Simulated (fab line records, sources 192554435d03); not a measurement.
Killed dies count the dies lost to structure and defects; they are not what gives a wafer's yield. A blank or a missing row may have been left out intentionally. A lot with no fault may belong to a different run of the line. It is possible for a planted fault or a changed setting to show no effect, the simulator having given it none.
Code-filled problem report in 8D (eight disciplines) form    flow n5 finfet    the parts of the form that need people (team, actions taken, sign-off) are left out

== 1. THE ISSUE ==
N5_HKMG_FIN_CMP_94, platen rpm: mean 48.29 rpm over 1 wafer from 1 lot; wafers with no fault: 50.29 rpm, standard deviation 0.039. That puts it -51 standard deviations away from the usual mean.
The step: polishes, stops on SiNx, t overpolish 4.7 s, target thk 43.299 nm.
First seen on wafer L641.1, day 6 13:50, on cmp-02. The record has a number at this step for 34 wafers belonging to 12 lots. Rule for "out" (also "out of limits"): further than 4 standard deviations from the usual mean. Any other wafer with a number is counted as sound.

== 2. WHAT IT IS, AND WHAT IT ISN'T ==
question                     is                is not
which readings at this step  platen rpm        edge zone pressure frac, head pressure psi, motor current A
which lots                   L641              L632, L633, L635, L637, L638, L640, L649, L650, L651, L653, L654
which wafers of those lots   L641.1            L641.4, L641.6
read on which tools          cmp-02            cmp-03, cmp-04
when                         from day 6 13:50  up to then (19 sound wafers); but 14 sound wafers of L649, L650, L651, L653, L654 came after

== 3. THE SUSPECTS, EACH WITH WHAT RULES IT OUT ==
Counting: any tool at a process step up to the reading remains a suspect provided it ran every lot that is out. Sound lots after the first of them don't rule it out here, since some wafers of a struck lot are sound.
- rie diel-03 at N5_HKMG_FIN_STRIP_89 (strips SOC in N2/H2, time 20 s): kept. It ran the lot that is out, L641 (day 6 11:04).
- ald metal-04 at N5_HKMG_FIN_ALD_21 (deposits TiN, target thk 1.5 nm, pulse time 1 s, purge time 3 s): kept. It ran the lot that is out, L641 (day 6 12:49).
- cmp-02 at N5_HKMG_FIN_CMP_94 (polishes, stops on SiNx, t overpolish 4.7 s, target thk 43.299 nm): kept. It ran the lot that is out, L641 (day 6 13:50); its last sound lot up to then is L640 (day 6 09:50). Out on those wafers are its own readings of platen rpm.
- ald metal-04, N5_HKMG_FIN_ALD_21: wafers that are out in chamber 1, sound lot-mates in chambers 2, 3.
- Within cmp-02 at N5_HKMG_FIN_CMP_94, the wafers that are out were processed in chamber 1 and their sound lot-mates in chamber 0.
The count leaves rie diel-03 at N5_HKMG_FIN_STRIP_89, ald metal-04 at N5_HKMG_FIN_ALD_21, and cmp-02 at N5_HKMG_FIN_CMP_94.

== 4. THE CAUSE (what the simulator had put in) ==
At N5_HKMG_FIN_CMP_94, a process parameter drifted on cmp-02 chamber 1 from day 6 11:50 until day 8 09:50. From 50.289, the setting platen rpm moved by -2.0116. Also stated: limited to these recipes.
This tool is one of the 3 suspects left after counting.

== 5. SEQUENCE OF EFFECTS, ordered by route ==
One row per reading whose mean, taken over the struck wafers that have a number, lies over 3 standard deviations from the usual. Only readings whose record carries a usual standard deviation are examined. hours: median over the lots of the time between each lot's start at the first step of this table that gives one and its start at this step. sigmas: the change, counted in usual standard deviations.
hours  step                reading     usual      on struck wafers  change  sigmas
0      N5_HKMG_FIN_CMP_94  platen rpm  50.29 rpm  48.29             -2.00   -51
Its process steps:
- N5_HKMG_FIN_CMP_94: polishes, stops on SiNx, t overpolish 4.7 s, target thk 43.299 nm.

== 6. WHAT WOULD HAVE CAUGHT IT SOONER ==
The fault began at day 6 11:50; the first out-of-limits reading in this record came at day 6 13:50, 2 hours later.
